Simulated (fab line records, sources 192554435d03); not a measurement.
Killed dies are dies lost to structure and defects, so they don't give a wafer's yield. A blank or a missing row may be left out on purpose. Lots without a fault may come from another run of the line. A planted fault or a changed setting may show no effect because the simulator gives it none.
Problem report in the 8D (eight disciplines) form, filled by code | flow n5_finfet | the parts of the form that need people (team, actions taken, sign-off) are left out

1. THE PROBLEM
bias_w at N5_GATE_CUT_ETCH_58 reads a mean of 16.45 W on 9 wafers of 3 lots; wafers without a fault read 21.00 W with a standard deviation of 0.066. That is -69 standard deviations from the usual mean.
The step: etches SiNx in CH3F/O2, target depth 17 nm, time 128.6 s.
First seen on wafer L305.1, day 8 05:19, on rie_diel-03. The record holds 26 wafers of 9 lots with a number at this step. Rule for "out", or "out of limits": more than 4 standard deviations from the usual mean. The other wafers with a number count as sound.

2. WHAT IT IS AND WHAT IT IS NOT
question                    | is                     | is not
which readings at this step | bias_w, rf_vpp_V       | drypump_motor_current_A, oes_product_au
which lots                  | L305, L306, L307       | L291, L293, L297, L301, L302, L313
which wafers of those lots  | all that have a number | -
read on which tools         | rie_diel-03            | rie_diel-04, rie_diel-06
when                        | from day 8 05:19       | up to then (15 sound wafers); but 2 sound wafers of L313 came after

3. SUSPECTS, AND WHAT RULES EACH OUT
Counting: a tool at a process step up to the reading stays a suspect if it ran every lot that is out and no sound lot after the first of them.
- rie_diel-03 at N5_GATE_CUT_ETCH_58 (etches SiNx in CH3F/O2, target depth 17 nm, time 128.6 s): kept. It ran every lot that is out, first L305 (day 8 05:19), and no sound lot after that; its last sound lot up to then is L302 (day 7 11:39). Its own readings are out on those wafers: bias_w, rf_vpp_V.
Left after counting: rie_diel-03 at N5_GATE_CUT_ETCH_58.

4. THE CAUSE (what the simulator had put in)
Process parameter drift: rie_diel-03, from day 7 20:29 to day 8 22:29, at N5_GATE_CUT_ETCH_58. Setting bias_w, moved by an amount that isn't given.
Counting left only this tool.

5. THE CHAIN OF EFFECTS, in route order
Each row: a reading whose mean over the struck wafers that have a number lies more than 3 standard deviations from the usual. Only readings for which the record gives a usual standard deviation are gone through. hours: the time from each lot's start at the first step in this table that gives one to its start at this step, as a median over the lots. sigmas: the change in usual standard deviations.
hours | step                | reading  | usual   | on struck wafers | change | sigmas
0     | N5_GATE_CUT_ETCH_58 | bias_w   | 21.00 W | 16.45            | -4.55  | -69
0     | N5_GATE_CUT_ETCH_58 | rf_vpp_V | 99.2 V  | 85.0             | -14.2  | -16
The process steps in it:
- N5_GATE_CUT_ETCH_58: etches SiNx in CH3F/O2, target depth 17 nm, time 128.6 s.
Later measuring or inspecting steps at which every struck wafer that the step has a row for has a number for every such reading, and none has moved that far: N5_BEOL_M4_RC_MEAS_101.

6. WHAT WOULD HAVE CAUGHT IT SOONER
In this record the first reading out of limits was taken at day 8 05:19, 9 hours after the fault began at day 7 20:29.
